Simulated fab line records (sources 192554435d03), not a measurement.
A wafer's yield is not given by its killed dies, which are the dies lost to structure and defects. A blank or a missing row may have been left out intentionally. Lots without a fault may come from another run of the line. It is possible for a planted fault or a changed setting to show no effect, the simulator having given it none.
Struck lot and sound lot, side by side + flow n5_finfet + 36 steps out of a route of 1938
Sound: these wafers, L394.1, L394.5, L394.6. Struck: wafers L385.1, L385.4, L385.5. The cause is given at the end.
Order at every step that has rows: each side's tool, ch and its chambers, its first start. Under that, the readings that differ: sound wafers + struck wafers + difference of the means + sigmas: that difference in standard deviations of wafers without a fault.
alike: a reading whose means differ by less than 2 such deviations, as well as words and numbers matching on both sides. not compared: withheld readings; readings where some wafer has no value; bounds like >300 that might hide an equal value; numbers whose values overlap and for which the record gives no deviation.
The two part at a step that has a row with sigmas, a row that says differs or no value, or rows on one side only. Numbers that have no deviation but don't overlap get no sigmas and don't part them. Lack of a reading on every wafer of one side parts them only where that side has two or more wafers.

first, 9 steps without rows for these wafers: N5_BEOL_M4_ANNEAL_95 (time 240 s); N5_BEOL_M4_SPUTTER_96 (material Cu, target thk 4.5 nm, time 8.29 s); N5_BEOL_M4_ECD_50 (material Cu, target thk 300 nm); N5_BEOL_M4_ANNEAL_51 (time 90 s); N5_BEOL_M4_CMP_52 (polishes, stops on SiOC, t overpolish 6.8 s, target thk 40 nm); N5_BEOL_M4_PRE_CLEAN_60 (time 15 s); N5_BEOL_M4_CO_CAP_55 (material Co, precursor CCTBA/H2, target thk 2 nm, time 102.1 s); N5_BEOL_M4_PRE_CLEAN_56 (time 15 s); N5_BEOL_M4_DEP_57 (deposits SiCN from 3MS/NH3, target thk 8 nm, time 14 s).
N5_BEOL_M4_RC_MEAS_101:
  sound on prober-01 ch 0, day 13 07:30; struck on prober-01 ch 0, day 10 20:19
  alike: DIBL_N, DIBL_P, IOFF_N, IOFF_P, ION_N, ION_P, SS_N, SS_P, VT_N, VT_P
then, 24 steps without rows for these wafers: N5_BEOL_M5_ILD_DEP_00 (deposits SiCOH lowk from DEMS/porogen, target thk 140.64 nm, time 25.9 s); N5_BEOL_M5_CURE_79 (cures SiCOH lowk, time 240 s); N5_BEOL_M5_PECVD_70 (deposits SiO2 from TEOS/O2, target thk 16 nm, time 18 s); N5_BEOL_M5_HM_DEP_02 (deposits TiN, target thk 20 nm); N5_BEOL_M5_COAT_59 (time 60 s, resist thk 60 nm); N5_BEOL_M5_COAT_60 (time 60 s, resist thk 12 nm); N5_BEOL_M5_COAT_71 (time 60 s, resist thk 5 nm); N5_BEOL_M5_COAT_05 (resist thk 30 nm); N5_BEOL_M5_EBR_07; N5_BEOL_M5_SOFTBAKE_06 (time 60 s); N5_BEOL_M5_EXPOSE_08 (exposes mask M5, target cd 28 nm); N5_BEOL_M5_PEB_09 (peb time 60 s); N5_BEOL_M5_DEVELOP_10 (develop time 30 s); N5_BEOL_M5_DESCUM_16 (chemistry O2, time 7 s); N5_BEOL_M5_ETCH_72 (etches underlayer in N2/H2, target depth 6.5 nm, time 5.2 s); N5_BEOL_M5_ETCH_61 (etches SiARC in CF4, target depth 15.6 nm, time 26 s); N5_BEOL_M5_ETCH_62 (etches SOC in N2/H2, target depth 75 nm, overetch 15 nm, time 112.5 s); N5_BEOL_M5_STRIP_63 (strips in N2/H2); N5_BEOL_M5_STRIP_73 (strips in N2/H2); N5_BEOL_M5_STRIP_64 (strips in CF4); N5_BEOL_M5_HM_OPEN_17 (chemistry Cl2/BCl3, target TiN, target depth 20 nm, overetch 6 nm); N5_BEOL_M5_STRIP_19 (strips in O2); N5_BEOL_M5_COAT_65 (time 60 s, resist thk 60 nm); N5_BEOL_M5_COAT_66 (time 60 s, resist thk 12 nm).
N5_BEOL_M9_ETCH_41: etches SiCN in CH3F/O2, target depth 36.6 nm, time 70.1 s.
  sound on rie_diel-01 ch 0,1, day 14 22:02; struck on rie_diel-01 ch 0,2, day 12 12:10
  no value came back on the struck wafers for any of 8 readings (CH3F_flow_sccm (sccm), O2_flow_sccm (sccm) and others); on the sound wafers CH3F_flow_sccm (sccm) reads 30.17 30.18 29.96
  not compared: rf_hours_counter_h
-- a jump in the record: the struck wafers' starts before and after are 2 days apart (it breaks off in module BEOL_M9 and resumes in module PASSIVATION, where the first step shown is number 1936 of the route) --
N5_PASSIVATION_PROBE_49:
  rows exist in the record for the struck wafers here (prober-01, day 14 14:23), but not for the sound ones

## WHERE THEY PART
At N5_BEOL_M9_ETCH_41 first; at N5_PASSIVATION_PROBE_49 last (within this record only).

WHY: whatever the simulator had introduced
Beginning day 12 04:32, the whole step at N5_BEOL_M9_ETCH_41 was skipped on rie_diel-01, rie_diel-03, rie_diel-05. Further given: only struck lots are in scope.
